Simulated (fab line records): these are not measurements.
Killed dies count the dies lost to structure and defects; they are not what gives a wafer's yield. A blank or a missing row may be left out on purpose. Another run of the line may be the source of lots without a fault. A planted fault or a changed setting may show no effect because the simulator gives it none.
Matching of chambers -- flow n5Finfet -- 4 sister chambers for N5_MOL_CONTACT_COAG_ETCH_47 on rieDiel-03
The step etches SiNx in CH3F/O2, stops on W, target depth 27 nm. 20 wafers are shown with their chamber, then 10 later ones without.

## WAFERS PAIRED WITH THEIR CHAMBERS
wafer,chamber,showerheadPlenumPTorr (Torr),throttleValvePct (%),rfVppV (V)
L075.2,1,2.06,16.56,296
L075.4,1,2.06,16.58,298
L075.5,1,2.06,16.55,297
L078.1,0,1.89,16.51,289
L078.3,2,2.00,16.36,307
L078.5,2,2.00,16.37,306
L080.2,1,2.05,16.58,295
L080.3,0,1.89,16.52,290
L080.4,3,2.12,15.97,308
L084.1,0,1.89,16.53,288
L084.2,3,2.11,15.99,309
L084.4,1,2.05,16.57,296
L085.2,2,1.99,16.39,306
L085.4,3,2.11,15.99,310
L085.6,2,1.99,16.40,306
L086.3,2,1.99,16.42,306
L086.4,0,1.88,16.56,290
L086.5,1,2.05,16.61,297
L090.1,3,2.11,16.02,308
L090.3,1,2.04,16.63,296

SIGNATURES (means of the wafers above)
reading,chamber 0,chamber 1,chamber 2,chamber 3,scatter within a chamber
showerheadPlenumPTorr,1.8875,2.0529,1.9940,2.1125,0.00619
throttleValvePct,16.5300,16.5829,16.3880,15.9925,0.0246
rfVppV,289.25,296.43,306.20,308.75,0.867
Rule: a wafer lies at a distance from a chamber equal to the root of the sum of squares, over the readings, of (its reading less the chamber's mean, divided by the reading's scatter). If the next closest chamber is less than 2 further off than the closest, the wafer can't be placed; otherwise it belongs to the closest. How the scatter is found: for the shown wafers, subtract from each reading the mean of its chamber, square and add these, divide the total by (wafers less chambers), then take the root.

## WAFERS WITHOUT THEIR CHAMBER
wafer,showerheadPlenumPTorr (Torr),throttleValvePct (%),rfVppV (V)
L090.6,2.04,16.66,295
L092.2,1.88,16.57,290
L092.4,2.04,16.65,297
L092.6,1.88,16.59,289
L095.2,2.04,16.67,296
L095.5,2.10,16.05,307
L095.6,1.98,16.42,307
L096.1,1.98,16.47,307
L096.4,2.10,16.05,310
L096.5,2.04,16.65,297

## EACH ONE'S CHAMBER
wafer,from the rows above,in truth
L090.6,1,1
L092.2,0,0
L092.4,1,1
L092.6,0,0
L095.2,1,1
L095.5,3,3
L095.6,2,2
L096.1,2,2
L096.4,3,3
L096.5,1,1
Correct placement for 10 of the 10. Left unplaced by these rows: 0. 0 placed wrongly.
